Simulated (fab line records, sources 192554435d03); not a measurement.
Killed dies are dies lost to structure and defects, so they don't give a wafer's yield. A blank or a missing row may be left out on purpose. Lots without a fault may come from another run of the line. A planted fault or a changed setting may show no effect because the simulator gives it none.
Chamber matching | flow n5_finfet | N5_MOL_CONTACT_COAG_ETCH_48 on rie_diel-01: 4 sister chambers
The step etches SiOC in C4F6/O2, target depth 15 nm, overetch 4.5 nm, time 17 s. 16 wafers are shown with their chamber, then 8 later ones without.

WAFERS WITH THEIR CHAMBER
wafer  | chamber | drypump_motor_current_A (A) | rf_vpp_V (V) | showerhead_plenum_p_Torr (Torr)
L074.2 | 2       | 5.9                         | 1620         | 2.93
L074.3 | 0       | 6.0                         | 1587         | 2.99
L074.5 | 1       | 6.1                         | 1627         | 2.80
L077.1 | 3       | 5.3                         | 1595         | 3.02
L077.2 | 0       | 6.0                         | 1587         | 2.99
L077.3 | 1       | 6.1                         | 1626         | 2.80
L081.2 | 0       | 6.0                         | 1585         | 2.98
L081.3 | 3       | 5.4                         | 1595         | 3.02
L081.4 | 1       | 6.1                         | 1627         | 2.79
L088.1 | 3       | 5.3                         | 1592         | 3.01
L088.5 | 3       | 5.4                         | 1593         | 3.01
L088.6 | 2       | 5.9                         | 1618         | 2.92
L089.1 | 2       | 5.9                         | 1618         | 2.92
L089.2 | 3       | 5.3                         | 1593         | 3.01
L089.6 | 2       | 5.9                         | 1618         | 2.92
L090.1 | 3       | 5.3                         | 1594         | 3.01

SIGNATURES (means of the wafers above)
reading                  | chamber 0 | chamber 1 | chamber 2 | chamber 3 | scatter within a chamber
drypump_motor_current_A  | 6.000     | 6.100     | 5.900     | 5.333     | 0.0333
rf_vpp_V                 | 1586.33   | 1626.67   | 1618.50   | 1593.67   | 1.07
showerhead_plenum_p_Torr | 2.9867    | 2.7967    | 2.9225    | 3.0133    | 0.00534
Rule: a wafer's distance from a chamber is the root of the sum, over the readings, of the square of ((its reading less the chamber's mean) divided by the reading's scatter). The wafer belongs to the nearest chamber; if the next one is less than 2 further off, it can't be placed. The scatter: the root of (the sum of the squares of (reading less its chamber's mean) over the shown wafers, divided by (wafers less chambers)).

WAFERS WITHOUT THEIR CHAMBER
wafer  | drypump_motor_current_A (A) | rf_vpp_V (V) | showerhead_plenum_p_Torr (Torr)
L090.4 | 5.9                         | 1618         | 2.92
L090.5 | 6.1                         | 1625         | 2.79
L093.2 | 5.9                         | 1618         | 2.91
L093.5 | 5.9                         | 1618         | 2.91
L093.6 | 5.3                         | 1594         | 3.01
L094.2 | 6.1                         | 1626         | 2.78
L094.3 | 6.1                         | 1586         | 2.97
L094.4 | 5.3                         | 1594         | 3.01

WHICH CHAMBER EACH WENT THROUGH
wafer  | from the rows above | in truth
L090.4 | 2                   | 2
L090.5 | 1                   | 1
L093.2 | 2                   | 2
L093.5 | 2                   | 2
L093.6 | 3                   | 3
L094.2 | 1                   | 1
L094.3 | 0                   | 0
L094.4 | 3                   | 3
Placed correctly: 8 of 8. Can't be placed from these rows: 0. Placed wrongly: 0.
